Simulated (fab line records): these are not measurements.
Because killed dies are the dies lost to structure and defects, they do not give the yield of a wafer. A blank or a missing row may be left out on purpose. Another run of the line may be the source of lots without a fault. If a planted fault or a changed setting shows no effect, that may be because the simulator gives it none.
A lot that was struck, set against a sound lot :: flow n5Finfet :: 21 steps out of a route of 1938
Sound: these wafers, L167.2, L167.4, L167.6. Wafers struck: L172.2, L172.3, L172.5. Last of all comes the cause.
Each step with rows lists, per side, the tool, then ch with its chambers, then its first start. Under that, the readings that differ: sound wafers :: struck wafers :: difference of the means :: sigmas: that difference in standard deviations of wafers without a fault.
alike: a reading whose means differ by less than 2 such deviations, as well as words and numbers matching on both sides. not compared: withheld readings; readings where some wafer has no value; bounds like >300 that might hide an equal value; numbers whose values overlap and for which the record gives no deviation.
Wherever a step has rows on one side only, a row that says differs or no value, or a row with sigmas, the two part there. Non-overlapping numbers with no deviation appear without sigmas and do not part them. Lack of a reading on every wafer of one side parts them only where that side has two or more wafers.

first, 8 steps without rows for these wafers: N5_BEOL_M6_SPUTTER_48 (material Cu, target thk 10 nm, time 1.667 s); N5_BEOL_M6_ECD_50 (material Cu, target thk 300 nm); N5_BEOL_M6_ANNEAL_51 (time 90 s); N5_BEOL_M6_CMP_52 (polishes, stops on SiCOH lowk, t overpolish 6.9 s, target thk 80 nm); N5_BEOL_M6_PRE_CLEAN_55 (time 15 s); N5_BEOL_M6_DEP_56 (deposits SiCN from 3MS/NH3, target thk 10 nm, time 17.5 s); N5_BEOL_M7_ILD_DEP_00 (deposits SiCOH lowk from DEMS/porogen, target thk 179.75 nm, time 33.4 s); N5_BEOL_M7_CURE_74 (cures SiCOH lowk, time 240 s).
N5_BEOL_M7_PECVD_70: deposits SiO2 from TEOS/O2, target thk 20 nm, time 22.7 s.
  sound on pecvd-01 ch 0,2, day 9 02:29; struck on pecvd-01 ch 0,1, day 10 15:40
  alike: heaterPowerOuterW, heaterPowerW, showerheadPlenumPTorr, throttleValvePct
then, 9 steps without rows for these wafers: N5_BEOL_M7_HM_DEP_02 (deposits TiN, target thk 20 nm); N5_BEOL_M7_COAT_59 (time 60 s, resist thk 100 nm); N5_BEOL_M7_COAT_60 (time 60 s, resist thk 35 nm); N5_BEOL_M7_COAT_05 (resist thk 90 nm); N5_BEOL_M7_EBR_07; N5_BEOL_M7_SOFTBAKE_06 (time 60 s); N5_BEOL_M7_EXPOSE_08 (exposes mask M7); N5_BEOL_M7_PEB_09 (peb time 60 s); N5_BEOL_M7_DEVELOP_10 (develop time 30 s).
N5_BEOL_M7_INSPECT_13: inspects for defects (brightfield).
  sound: defectInspect-02 at day 9 04:13; struck: defectInspect-01 at day 10 17:34
reading: rawDefectCount
sound: 512 374 482
struck: 1074 1181 1241
difference: +709
sigmas: +8
then, 1 step without rows for these wafers: N5_BEOL_M7_DESCUM_16 (chemistry O2, time 7.9 s).
-- a jump in the record: the struck wafers' starts before and after are 3 days apart (it breaks off in module BEOL_M7 and resumes in module PASSIVATION, where the first step shown is number 1936 of the route) --
N5_PASSIVATION_PROBE_49:
  sound: prober-02 at day 12 14:47; struck: prober-02 at day 14 04:56
reading: defectLimitedYield (%)
sound: 90.7 90.6 92.0
struck: 81.1 83.8 84.4
difference: -8.0
sigmas: -6

reading: killed_at_M4_up
sound: 11 12 7
struck: 139 124 118
difference: +117
sigmas: +27

reading: killedDies
sound: 110 111 94
struck: 223 191 184
difference: +94
sigmas: +6

reading: killedOnRim
sound: 13 23 8
struck: 20 22 24
difference: +7
sigmas: +2

reading: sort_bin_5_function (%)
sound: 5.5 5.8 4.7
struck: 12.9 9.2 9.2
difference: +5.1
sigmas: +7

reading: sortNPass
sound: 1070 1069 1086
struck: 957 989 996
difference: -94
sigmas: -6

reading: sortYieldPct (%)
sound: 90.7 90.6 92.0
struck: 81.1 83.8 84.4
difference: -8.0
sigmas: -6
  alike: killed_at_M0_to_M3, killedAtContacts, killedAtFrontEnd, killedAtOther, killedOpen, killedShort, sort_bin_6_memory

== WHERE THEY PART ==
First at N5_BEOL_M7_INSPECT_13; last, within this record, at N5_PASSIVATION_PROBE_49.

WHY: the cause the simulator had injected
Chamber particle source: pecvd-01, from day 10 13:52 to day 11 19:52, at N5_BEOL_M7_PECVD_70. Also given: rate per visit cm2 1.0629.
